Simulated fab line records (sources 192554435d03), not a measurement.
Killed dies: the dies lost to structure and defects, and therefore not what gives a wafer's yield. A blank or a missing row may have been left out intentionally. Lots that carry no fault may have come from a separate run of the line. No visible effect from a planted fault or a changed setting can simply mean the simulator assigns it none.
Split-lot experiment | flow n5-finfet | route with 1938 steps; 7 lots, 39 wafers read

## THE SPLIT
At N5_MOL_CONTACT_COAG_ETCH_124 (etches SiNx in CH3F/O2, stops on SiOC, target depth 6.5 nm), the setting source-w was moved away from the recipe's 395 W on 12 of the 39 wafers read, by -11.4% to +14.6%. For the rest of the wafers, this setting stayed at what the recipe calls for.

The reading comes from the split's own step.

## THE READING
rf-vpp-V, in V, at N5_MOL_CONTACT_COAG_ETCH_124 (etches SiNx in CH3F/O2, stops on SiOC, target depth 6.5 nm). On this fab line, fault-free wafers typically give 298 V with a standard deviation of 5.6 V.

wafer  | tool, chamber at the split | source-w as run, W | against the recipe | rf-vpp-V, V | against lot-mates on the recipe
L075.3 | rie-diel-05, 1             | 395                | recipe             | 291         | -
L075.4 | rie-diel-05, 0             | 395                | recipe             | 288         | -
L075.6 | rie-diel-05, 3             | 395                | recipe             | 287         | -
L076.1 | rie-diel-03, 2             | 395                | recipe             | 295         | -
L076.2 | rie-diel-03, 1             | 349.8              | -11.4%             | 312         | +15
L076.3 | rie-diel-03, 0             | 395                | recipe             | 299         | -
L076.4 | rie-diel-03, 1             | 349.8              | -11.4%             | 312         | +15
L076.5 | rie-diel-03, 0             | 349.8              | -11.4%             | 318         | +21
L076.6 | rie-diel-03, 2             | 395                | recipe             | 296         | -
L078.1 | rie-diel-03, 1             | 395                | recipe             | 294         | -
L078.2 | rie-diel-03, 2             | 395                | recipe             | 294         | -
L078.3 | rie-diel-03, 0             | 395                | recipe             | 301         | -
L078.4 | rie-diel-03, 0             | 395                | recipe             | 300         | -
L078.5 | rie-diel-03, 1             | 395                | recipe             | 294         | -
L078.6 | rie-diel-03, 2             | 395                | recipe             | 296         | -
L080.1 | rie-diel-01, 2             | 448.4              | +13.5%             | 287         | -15
L080.2 | rie-diel-01, 1             | 448.4              | +13.5%             | 287         | -15
L080.3 | rie-diel-01, 0             | 395                | recipe             | 301         | -
L080.4 | rie-diel-01, 0             | 395                | recipe             | 302         | -
L080.5 | rie-diel-01, 2             | 395                | recipe             | 304         | -
L080.6 | rie-diel-01, 1             | 448.4              | +13.5%             | 288         | -14
L084.1 | rie-diel-03, 0             | 395                | recipe             | 303         | -
L084.2 | rie-diel-03, 1             | 395                | recipe             | 293         | -
L084.3 | rie-diel-03, 2             | 452.6              | +14.6%             | 278         | -18
L084.4 | rie-diel-03, 0             | 452.6              | +14.6%             | 280         | -16
L084.5 | rie-diel-03, 1             | 395                | recipe             | 293         | -
L084.6 | rie-diel-03, 2             | 452.6              | +14.6%             | 277         | -19
L090.1 | rie-diel-03, 3             | 395                | recipe             | 298         | -
L090.2 | rie-diel-03, 0             | 395                | recipe             | 300         | -
L090.3 | rie-diel-03, 2             | 355                | -10.1%             | 311         | +12
L090.4 | rie-diel-03, 0             | 395                | recipe             | 299         | -
L090.5 | rie-diel-03, 3             | 355                | -10.1%             | 313         | +14
L090.6 | rie-diel-03, 2             | 355                | -10.1%             | 311         | +12
L093.1 | rie-diel-03, 0             | 395                | recipe             | 301         | -
L093.2 | rie-diel-03, 1             | 395                | recipe             | 293         | -
L093.3 | rie-diel-03, 3             | 395                | recipe             | 295         | -
L093.4 | rie-diel-03, 3             | 395                | recipe             | 297         | -
L093.5 | rie-diel-03, 1             | 395                | recipe             | 294         | -
L093.6 | rie-diel-03, 0             | 395                | recipe             | 299         | -

THE FIT
A straight line over all 39 wafers: rf-vpp-V changes by -1.19 V for each +1% of source-w; r = -0.89; the points scatter about the line by 4.4 V.
The same after taking each lot's own level away (the mean of its wafers on the recipe; 39 wafers): -1.26 V for each +1%; r = -0.96; scatter 2.6 V.
Per that fit: largest source-w move, reading shift of 18 V.
From 288.7 to 302.3 V: that is the span of the lots' own levels, equal to 2.4 times the standard deviation above.
So the lot-to-lot level changes the slope little: the two slopes agree.
Check: with one of the wafers moved furthest among these (+14.6%) left out of the fit, the line predicts -18 V for it against its lot-mates. Against them it came out at -18.3 V.
Tool readings at the split's step, against how far the setting was moved: rf-vpp-V r = -0.89.

## ADDITIONAL SPLITS CARRIED BY THESE WAFERS
Other splits were also applied to these wafers ahead of the reading. Each is held against what the fit with the lots' levels taken away leaves over:
other split on the same wafers | wafers away from the commonest value | r with rf-vpp-V (lot level and that fit taken away)
N5_FIN_SAQP_ETCH_52 source-w   | 9                                    | -0.03
N5_FIN_SAQP_ETCH_65 time-s     | 15                                   | +0.04
N5_DUMMY_GATE_ETCH_37 source-w | 12                                   | +0.28
N5_DUMMY_GATE_ETCH_32 time-s   | 12                                   | -0.07
N5_SD_EPI_N_EXPOSE_06 dose-mj  | 12                                   | -0.31
N5_HKMG_FIN_CVD_62 temp-c      | 15                                   | +0.17
N5_GATE_CUT_ETCH_58 source-w   | 18                                   | +0.23

## THE FILE'S OWN FIT
rf-vpp-V changes by -1.26 V for each +1% of source-w, r = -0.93.
